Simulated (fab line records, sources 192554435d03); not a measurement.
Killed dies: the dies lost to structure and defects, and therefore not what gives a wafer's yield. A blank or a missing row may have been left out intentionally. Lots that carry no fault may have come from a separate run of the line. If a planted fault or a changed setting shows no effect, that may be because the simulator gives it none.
Which tool was responsible? | flow n5-finfet | 8 lots with 24 wafers sampled at 8 steps, on a route of 1938 steps

WHAT THE GAUGES SHOWED, per wafer
N5_BEOL_M3_INSPECT_13: inspects for defects (brightfield).
lot  | measured     | on                | raw-defect-count
L259 | day 7 18:11  | defect-inspect-01 | 534 433 481
L262 | day 8 03:23  | defect-inspect-02 | 454 392 505
L263 | day 8 08:11  | defect-inspect-02 | 744 572 500
L269 | day 10 04:41 | defect-inspect-02 | 345 475 409
L272 | day 10 18:25 | defect-inspect-01 | 544 646 383
L273 | day 10 18:50 | defect-inspect-02 | 515 396 381
L274 | day 10 22:01 | defect-inspect-02 | 405 498 457
L275 | day 11 20:23 | defect-inspect-01 | 405 423 337

N5_BEOL_M3_OCD_MEAS_38.
lot  | measured     | on     | trench-depth-nm (nm)
L259 | day 7 21:37  | ocd-01 | 55.3 56.5 56.1
L262 | day 8 11:30  | ocd-01 | 55.4 53.6 55.9
L263 | day 8 11:31  | ocd-01 | 55.6 55.9 56.2
L269 | day 10 07:20 | ocd-01 | 55.8 55.2 55.1
L272 | day 10 22:13 | ocd-01 | 54.9 54.2 55.3
L273 | day 10 22:24 | ocd-02 | 30.2 23.0 24.7
L274 | day 11 03:31 | ocd-01 | 55.5 55.6 54.8
L275 | day 12 04:34 | ocd-01 | 55.9 57.1 57.5

N5_BEOL_M4_RC_MEAS_101.
lot  | measured     | on        | DIBL_N (mV/V)  | DIBL_P (mV/V)  | IOFF_N (nA/um)    | IOFF_P (nA/um)    | ION_N (uA/um) | ION_P (uA/um) | SS_N (mV/dec)  | SS_P (mV/dec)  | VT_N (mV)         | VT_P (mV)
L259 | day 8 15:50  | prober-02 | 37.2 35.4 34.5 | 36.6 34.2 32.8 | 0.163 0.129 0.117 | 0.231 0.187 0.180 | 675 664 659   | 466 461 458   | 71.6 70.4 70.5 | 73.9 73.0 72.1 | 247.0 253.1 252.6 | -247 -248 -250
L262 | day 8 23:38  | prober-02 | 36.2 34.4 36.4 | 35.2 33.4 34.8 | 0.150 0.129 0.161 | 0.229 0.214 0.235 | 666 670 667   | 468 471 461   | 71.1 70.6 70.9 | 73.1 72.0 73.4 | 252.7 251.9 248.3 | -247 -250 -247
L263 | day 9 00:10  | prober-01 | 37.8 35.7 36.8 | 37.2 35.6 37.0 | 0.193 0.148 0.185 | 0.243 0.210 0.239 | 674 670 691   | 465 464 470   | 71.1 70.6 71.4 | 74.0 73.3 73.5 | 246.9 250.1 247.2 | -246 -248 -246
L269 | day 11 00:20 | prober-01 | 38.0 35.7 35.8 | 37.9 35.1 35.1 | 0.180 0.140 0.141 | 0.227 0.175 0.172 | 677 677 655   | 463 456 449   | 71.9 71.7 71.4 | 73.6 73.2 72.9 | 247.7 252.3 253.1 | -250 -255 -254
L272 | day 11 13:34 | prober-01 | 36.8 36.0 35.6 | 34.0 33.6 33.8 | 0.151 0.138 0.136 | 0.169 0.161 0.166 | 666 667 671   | 454 451 457   | 71.4 71.5 71.4 | 72.9 72.5 73.1 | 248.8 253.7 252.2 | -257 -254 -256
L273 | day 11 15:41 | prober-02 | 38.7           | 36.4           | 0.170             | 0.212             | 677           | 462           | 72.5           | 73.1           | 246.9             | -247
L274 | day 11 22:47 | prober-01 | 34.9 36.1 35.9 | 35.8 37.2 37.0 | 0.145 0.155 0.153 | 0.190 0.208 0.198 | 661 665 667   | 450 454 455   | 70.1 71.3 72.1 | 73.0 73.4 73.4 | 249.7 249.4 251.5 | -254 -252 -255
L275 | day 12 15:58 | prober-01 | 38.2 39.4 39.5 | 37.2 38.3 38.6 | 0.163 0.194 0.190 | 0.226 0.262 0.259 | 675 683 674   | 460 467 469   | 71.5 71.7 72.0 | 73.5 74.3 74.2 | 251.9 246.3 247.1 | -251 -248 -249

WHAT TOOL EACH LOT RAN ON (gives the tool, then ch and the chambers of the sampled wafers, and finally the start)
lot  | N5_BEOL_M2_PRE_CLEAN_60          | N5_BEOL_M2_DEP_57               | N5_BEOL_M3_HM_DEP_02         | N5_BEOL_M3_HM_OPEN_17             | N5_BEOL_M3_ETCHBACK_99
L259 | cvd-co-02 ch 0,1,2, day 7 15:19  | pecvd-03 ch 0,1, day 7 15:28    | pvd-sputter-01, day 7 17:35  | rie-metal-03 ch 0,1, day 7 18:29  | rie-diel-04 ch 0,3, day 7 21:14
L262 | cvd-co-02 ch 0,1,2, day 7 23:53  | pecvd-01 ch 0,1,2, day 8 00:02  | pvd-sputter-01, day 8 02:46  | rie-metal-02 ch 0,1, day 8 03:41  | rie-diel-02 ch 1,2,3, day 8 11:06
L263 | cvd-co-02 ch 0,1, day 8 06:48    | pecvd-02 ch 0,1, day 8 06:58    | pvd-sputter-03, day 8 07:35  | rie-metal-02 ch 0,1, day 8 08:28  | rie-diel-04 ch 0,3, day 8 11:06
L269 | cvd-co-02 ch 0,1,2, day 10 03:09 | pecvd-02 ch 0,1, day 10 03:19   | pvd-sputter-03, day 10 04:05 | rie-metal-02 ch 0,1, day 10 05:00 | rie-diel-02 ch 0,2, day 10 06:56
L272 | cvd-co-02 ch 0,1,2, day 10 15:55 | pecvd-01 ch 0,1,2, day 10 16:04 | pvd-sputter-03, day 10 17:47 | rie-metal-03 ch 0,1, day 10 18:43 | rie-diel-02 ch 0,1,2, day 10 21:50
L273 | cvd-co-01 ch 1,2, day 10 17:10   | pecvd-01 ch 0,1,2, day 10 17:20 | pvd-sputter-03, day 10 18:22 | rie-metal-02 ch 0,1, day 10 19:07 | rie-diel-06 ch 0,2, day 10 22:01
L274 | cvd-co-02 ch 0,2, day 10 18:22   | pecvd-01 ch 0,1,2, day 10 18:31 | pvd-sputter-02, day 10 21:32 | rie-metal-01 ch 0,1, day 10 22:26 | rie-diel-06 ch 2,3, day 11 03:08
L275 | cvd-co-01 ch 0,1,2, day 11 18:41 | pecvd-03 ch 0,1,2, day 11 18:50 | pvd-sputter-01, day 11 19:47 | rie-metal-03 ch 0,1, day 11 20:41 | rie-diel-04 ch 1,2,3, day 12 04:11
- N5_BEOL_M2_PRE_CLEAN_60: time 15 s.
- N5_BEOL_M2_DEP_57: deposits SiCN from 3MS/NH3, target thk 8 nm, time 14 s.
- N5_BEOL_M3_HM_DEP_02: deposits TiN, target thk 20 nm.
- N5_BEOL_M3_HM_OPEN_17: chemistry Cl2/BCl3, target TiN, target depth 20 nm, overetch 6 nm.
- N5_BEOL_M3_ETCHBACK_99: etches SiO2 in CHF3, target depth 5 nm, time 10.4 s.

AS READ BY THE TOOLS THEMSELVES (means over the sampled wafers that have a number; for cases with no such wafer, the mark the record gives instead)
N5_BEOL_M2_PRE_CLEAN_60.
lot  | tool      | heater-power-outer-w (W) | heater-power-w (W)
L259 | cvd-co-02 | 10                       | 78
L262 | cvd-co-02 | 10                       | 78
L263 | cvd-co-02 | 9                        | 80
L269 | cvd-co-02 | 10                       | 78
L272 | cvd-co-02 | 10                       | 79
L273 | cvd-co-01 | 10                       | 70
L274 | cvd-co-02 | 9                        | 74
L275 | cvd-co-01 | 14                       | 77

N5_BEOL_M2_DEP_57.
lot  | tool     | showerhead-plenum-p-Torr (Torr) | throttle-valve-pct (%)
L259 | pecvd-03 | 3.659                           | 8.8
L262 | pecvd-01 | 3.658                           | 9.0
L263 | pecvd-02 | 3.653                           | 8.9
L269 | pecvd-02 | 3.656                           | 8.7
L272 | pecvd-01 | 3.652                           | 9.2
L273 | pecvd-01 | 3.660                           | 9.4
L274 | pecvd-01 | 3.650                           | 9.1
L275 | pecvd-03 | 3.671                           | 8.7

N5_BEOL_M3_HM_DEP_02.
lot  | tool           | substrate-temp-c (C) | throttle-valve-pct (%)
L259 | pvd-sputter-01 | 25.06                | 30.1
L262 | pvd-sputter-01 | 24.99                | 30.0
L263 | pvd-sputter-03 | 25.01                | 30.7
L269 | pvd-sputter-03 | 25.12                | 30.9
L272 | pvd-sputter-03 | 25.10                | 31.2
L273 | pvd-sputter-03 | 24.99                | 31.2
L274 | pvd-sputter-02 | 24.92                | 30.4
L275 | pvd-sputter-01 | 24.99                | 29.9

N5_BEOL_M3_HM_OPEN_17.
lot  | tool         | drypump-motor-current-A (A) | oes-product-au (a.u.) | throttle-valve-pct (%)
L259 | rie-metal-03 | 5.4                         | 0.70                  | 22.02
L262 | rie-metal-02 | 5.6                         | 0.66                  | 22.06
L263 | rie-metal-02 | 5.6                         | 0.66                  | 22.06
L269 | rie-metal-02 | 5.6                         | 0.65                  | 22.06
L272 | rie-metal-03 | 5.5                         | 0.63                  | 22.03
L273 | rie-metal-02 | 5.8                         | 0.81                  | 21.77
L274 | rie-metal-01 | 6.1                         | 0.65                  | 21.99
L275 | rie-metal-03 | 5.5                         | 0.63                  | 22.06

N5_BEOL_M3_ETCHBACK_99.
lot  | tool        | drypump-motor-current-A (A) | oes-product-au (a.u.) | rf-vpp-V (V) | showerhead-plenum-p-Torr (Torr) | throttle-valve-pct (%)
L259 | rie-diel-04 | 5.59                        | 0.75                  | 240.4        | 2.16                            | 17.33
L262 | rie-diel-02 | 5.61                        | 0.72                  | 241.1        | 2.13                            | 17.19
L263 | rie-diel-04 | 5.71                        | 0.75                  | 240.1        | 2.20                            | 17.34
L269 | rie-diel-02 | 5.58                        | 0.76                  | 239.7        | 2.09                            | 17.05
L272 | rie-diel-02 | 5.77                        | 0.73                  | 240.7        | 2.11                            | 17.22
L273 | rie-diel-06 | 5.80                        | 0.47                  | 243.6        | 2.22                            | 17.32
L274 | rie-diel-06 | 6.01                        | 0.76                  | 242.8        | 2.13                            | 17.23
L275 | rie-diel-04 | 5.82                        | 0.83                  | 240.9        | 2.17                            | 16.99

THE ANSWER, worked out from the rows above alone
Rule: the usual values come from the lots themselves. Put in order of their means at a reading, lots are off if they are a third of the lots or fewer, leave a main group of 4 or more, and stand apart from it by a gap of 3 or more times the standard deviation of the main group's means; of several such gaps the widest counts. A main group is skipped when, at the precision printed for the reading in the tables above, its means are all equal. A lot without any number at a reading at which 4 lots or more have one is off too. The other lots that the step has rows for count as sound. First the gauges in route order, then the tools' own readings, where a lot's mean is used as printed above. At the first step where some lot is off, the reading lying furthest off is the one used; lots without a number count as furthest.
Off at N5_BEOL_M3_OCD_MEAS_38 (trench-depth-nm): L273. Mean 55.6 nm and standard deviation 0.65 in the main group.
If a tool, at a process step before that reading, ran all the lots that are off and no sound lot after the first of them, it fits. The gauges at N5_BEOL_M3_OCD_MEAS_38 aren't tried: what is off there is off at N5_BEOL_M4_RC_MEAS_101 too, on other tools, and a gauge's error can't cause that. Can't be told from this: 2 tools fit, pvd-sputter-03 at N5_BEOL_M3_HM_DEP_02, rie-metal-02 at N5_BEOL_M3_HM_OPEN_17.

WHAT WAS PUT IN BY THE SIMULATOR
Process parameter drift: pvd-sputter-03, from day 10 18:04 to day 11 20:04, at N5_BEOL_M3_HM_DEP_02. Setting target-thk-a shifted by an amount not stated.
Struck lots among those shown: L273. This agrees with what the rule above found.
